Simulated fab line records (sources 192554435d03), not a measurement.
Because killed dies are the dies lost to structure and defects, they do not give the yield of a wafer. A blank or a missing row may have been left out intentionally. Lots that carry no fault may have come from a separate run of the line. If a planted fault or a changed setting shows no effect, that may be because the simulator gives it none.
Struck lot and sound lot, side by side || flow n5Finfet || 19 steps out of a route of 1938
Sound: wafers L300.3, L300.4, L300.5. The struck wafers were L320.1, L320.4, L320.6. Last of all comes the cause.
Order at every step that has rows: each side's tool, ch and its chambers, its first start. Under that, the readings that differ: sound wafers || struck wafers || difference of the means || sigmas: that difference in standard deviations of wafers without a fault.
alike: readings whose means differ by less than 2 such deviations, and words and numbers that are the same on both sides. not compared: withheld readings, readings that some wafer has no value for, bounds like >300 that may hide the same value, and numbers for which the record gives no deviation and whose values overlap.
The two part at a step that has a row with sigmas, a row that says differs or no value, or rows on one side only. Numbers that don't overlap but have no deviation are shown without sigmas and don't part them. A reading missing from all wafers of one side parts the sides only when that side holds two or more wafers.

first, 4 steps without rows for these wafers: N5_PMOS_HMC_CHANNEL_EPI_SOFTBAKE_04 (time 60 s); N5_PMOS_HMC_CHANNEL_EPI_EXPOSE_06 (exposes mask PMOS HMC BLK, target cd 240 nm); N5_PMOS_HMC_CHANNEL_EPI_PEB_07 (peb time 60 s); N5_PMOS_HMC_CHANNEL_EPI_DEVELOP_08 (develop time 30 s).
N5_PMOS_HMC_CHANNEL_EPI_CD_MEAS_09: the cd target is 237.4 nm.
  sound on cdSem-02 ch 0, day 1 16:52; struck on cdSem-02 ch 0, day 6 17:23
  alike: cdNm
N5_PMOS_HMC_CHANNEL_EPI_OVL_MEAS_10:
  sound on overlay-02 ch 0, day 1 16:54; struck on overlay-01 ch 0, day 6 17:25
  alike: PMOS_HMC_BLK_OVL
N5_PMOS_HMC_CHANNEL_EPI_INSPECT_11: inspects for defects (macro).
  struck on defectInspect-01, day 6 17:26; sound on defectInspect-02, day 1 16:56
  alike: rawDefectCount
N5_PMOS_HMC_CHANNEL_EPI_DESCUM_14: chemistry O2, time 7.9 s.
  sound on rieDiel-03 ch 2,3, day 1 16:58; struck on rieDiel-04 ch 0,1,3, day 6 17:29
{"reading": "drypumpMotorCurrentA (A)", "sound": "4.7 4.7 5.4", "struck": "6.5 5.8 5.7", "difference": "+1.1", "sigmas": "+3"}
{"reading": "oesProductAu (a.u.)", "sound": "1.00 0.99 0.89", "struck": "0.72 0.69 0.85", "difference": -0.21, "sigmas": -2}
  alike: rfVppV, showerheadPlenumPTorr, throttleValvePct
  not compared: rfHoursCounterH
N5_PMOS_HMC_CHANNEL_EPI_ETCH_32: etches BARC in N2/H2, stops on SiO2, target depth 85.8 nm, time 50.3 s.
  sound on rieDiel-03 ch 2,3, day 1 16:59; struck on rieDiel-04 ch 0,1,3, day 6 17:31
{"reading": "drypumpMotorCurrentA (A)", "sound": "4.8 4.7 5.4", "struck": "6.5 5.8 5.8", "difference": "+1.1", "sigmas": "+3"}
  alike: biasW, chamberPressureMTorr, n2FlowSccm, oesProductAu, rfVppV, showerheadPlenumPTorr, throttleValvePct
  not compared: rfHoursCounterH
N5_PMOS_HMC_CHANNEL_EPI_HM_OPEN_15: chemistry CHF3/O2, target SiO2, target depth 40.6 nm, time 20.3 s.
  sound on rieDiel-03 ch 2,3, day 1 17:02; struck on rieDiel-04 ch 0,1,3, day 6 17:34
{"reading": "drypumpMotorCurrentA (A)", "sound": "4.7 4.8 5.4", "struck": "6.5 5.8 5.7", "difference": "+1.0", "sigmas": "+2"}
  alike: oes_o_777_au, oesProductAu, rfVppV, showerheadPlenumPTorr, throttleValvePct
  not compared: rfHoursCounterH
N5_PMOS_HMC_CHANNEL_EPI_STRIP_33: strips in N2/H2.
  sound on rieDiel-03 ch 2,3, day 1 17:05; struck on rieDiel-04 ch 0,1,3, day 6 17:37
{"reading": "drypumpMotorCurrentA (A)", "sound": "4.7 4.8 5.4", "struck": "6.5 5.8 5.7", "difference": "+1.0", "sigmas": "+2"}
  alike: n2FlowSccm, oesProductAu, rfVppV, showerheadPlenumPTorr, throttleValvePct
  not compared: rfHoursCounterH
then, 1 step without rows for these wafers: N5_PMOS_HMC_CHANNEL_EPI_STRIP_17 (strips in SPM, time 750 s).
N5_PMOS_HMC_CHANNEL_EPI_ETCH_38: etches SiO2 in CF4, target depth 1.5 nm.
  sound on rieSi-04 ch 0,1, day 1 17:23; struck on rieSi-04 ch 0,2,3, day 6 17:55
  no value came back on the struck wafers for any of 5 readings (biasW (W), cf4FlowSccm (sccm) and others); on the sound wafers biasW (W) reads 399.7 400.8 400.1
  not compared: rfHoursCounterH, model.SiO2_of_PMOS_HMC_CHANNEL_EPI_HM_DEP_34.thkNm
N5_PMOS_HMC_CHANNEL_EPI_FIN_RECESS_16: chemistry HBr/Cl2, target Si, target depth 54 nm, time 18 s.
  sound on rieSi-04 ch 0,1, day 1 17:25; struck on rieSi-04 ch 0,2,3, day 6 17:56
  alike: drypumpMotorCurrentA, oesProductAu, throttleValvePct
  not compared: rfHoursCounterH
then, 1 step without rows for these wafers: N5_PMOS_HMC_CHANNEL_EPI_PRECLEAN_36 (cleans in O3/DIW, time 45 s).
N5_PMOS_HMC_CHANNEL_EPI_PRECLEAN_18: cleans in DHF, time 30 s.
  sound on wetBench-04 ch 1,5,6, day 1 17:32; struck on wetBench-02 ch 0,4,6, day 6 18:03
  not compared: model.SiO2_of_PMOS_HMC_CHANNEL_EPI_HM_DEP_34.thkNm
then, 1 step without rows for these wafers: N5_PMOS_HMC_CHANNEL_EPI_SRD_19 (time 30 s).
-- record jumps: 7 days separate the struck wafers' starts on either side; left off in module PMOS_HMC_CHANNEL_EPI, taken up again in module BEOL_M4, whose first shown step is the route's number 1111 --
N5_BEOL_M4_RC_MEAS_101:
  sound on prober-01 ch 0, day 8 00:11; struck on prober-01 ch 0, day 13 07:43
  alike: DIBL_N, DIBL_P, IOFF_N, IOFF_P, ION_N, ION_P, SS_N, SS_P, VT_N, VT_P
N5_PASSIVATION_PROBE_49:
  rows exist in the record for the sound wafers here (prober-02, day 12 03:53), none for the struck ones

WHERE THEY PART
At N5_PMOS_HMC_CHANNEL_EPI_DESCUM_14 first; at N5_PASSIVATION_PROBE_49 last (within this record only).

WHY: whatever the simulator had introduced
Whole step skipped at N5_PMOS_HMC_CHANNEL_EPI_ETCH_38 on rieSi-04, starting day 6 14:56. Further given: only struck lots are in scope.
